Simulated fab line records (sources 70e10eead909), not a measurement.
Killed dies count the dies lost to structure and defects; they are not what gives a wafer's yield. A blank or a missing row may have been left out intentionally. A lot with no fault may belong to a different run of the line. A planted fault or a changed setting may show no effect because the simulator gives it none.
Matching of chambers / flow nand_harc / NHARC_P_CONTACT_DESCUM_17 on rie_diel-12: 4 sister chambers
The step chemistry O2, time 3 s. 4 wafers are shown with their chamber, then 10 later ones without.

## EACH WAFER AND ITS CHAMBER
wafer=L081.4; chamber=3; oes_product_au (a.u.)=0.987
wafer=L082.3; chamber=2; oes_product_au (a.u.)=1.015
wafer=L084.1; chamber=0; oes_product_au (a.u.)=1.007
wafer=L084.4; chamber=1; oes_product_au (a.u.)=1.015

## WAFERS WITH NO CHAMBER GIVEN
wafer=L084.5; oes_product_au (a.u.)=1.009
wafer=L087.1; oes_product_au (a.u.)=0.990
wafer=L087.2; oes_product_au (a.u.)=0.994
wafer=L087.3; oes_product_au (a.u.)=1.022
wafer=L089.2; oes_product_au (a.u.)=0.997
wafer=L089.4; oes_product_au (a.u.)=1.018
wafer=L089.5; oes_product_au (a.u.)=0.989
wafer=L090.2; oes_product_au (a.u.)=0.998
wafer=L090.4; oes_product_au (a.u.)=1.015
wafer=L090.5; oes_product_au (a.u.)=1.019

## WHICH CHAMBER EACH ONE RAN IN
wafer=L084.5; from the rows above=can't be placed: 0 or 1 or 2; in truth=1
wafer=L087.1; from the rows above=3; in truth=3
wafer=L087.2; from the rows above=can't be placed: 3 or 0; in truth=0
wafer=L087.3; from the rows above=can't be placed: 1 or 2 or 0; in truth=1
wafer=L089.2; from the rows above=can't be placed: 0 or 3 or 1 or 2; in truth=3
wafer=L089.4; from the rows above=can't be placed: 1 or 2 or 0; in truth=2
wafer=L089.5; from the rows above=3; in truth=3
wafer=L090.2; from the rows above=can't be placed: 0 or 3 or 1 or 2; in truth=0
wafer=L090.4; from the rows above=can't be placed: 1 or 2 or 0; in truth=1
wafer=L090.5; from the rows above=can't be placed: 1 or 2 or 0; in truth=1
Correctly placed: 2 of 10. These rows do not allow placing 8 (true chamber among the candidates in 8). Wrongly placed: 0.
How it was worked out, from the rows above alone: a wafer's distance from a chamber is the root of the sum, over the readings, of the square of ((its reading less the chamber's mean) divided by the reading's scatter). The wafer belongs to the nearest chamber; if the next one is less than 2 further off, it can't be placed. For every chamber, the mean is computed from those of its wafers that are shown. The scatter (one wafer shown for each chamber): square how far every hidden wafer sits from the nearest shown wafer, average those squares and take the square root.
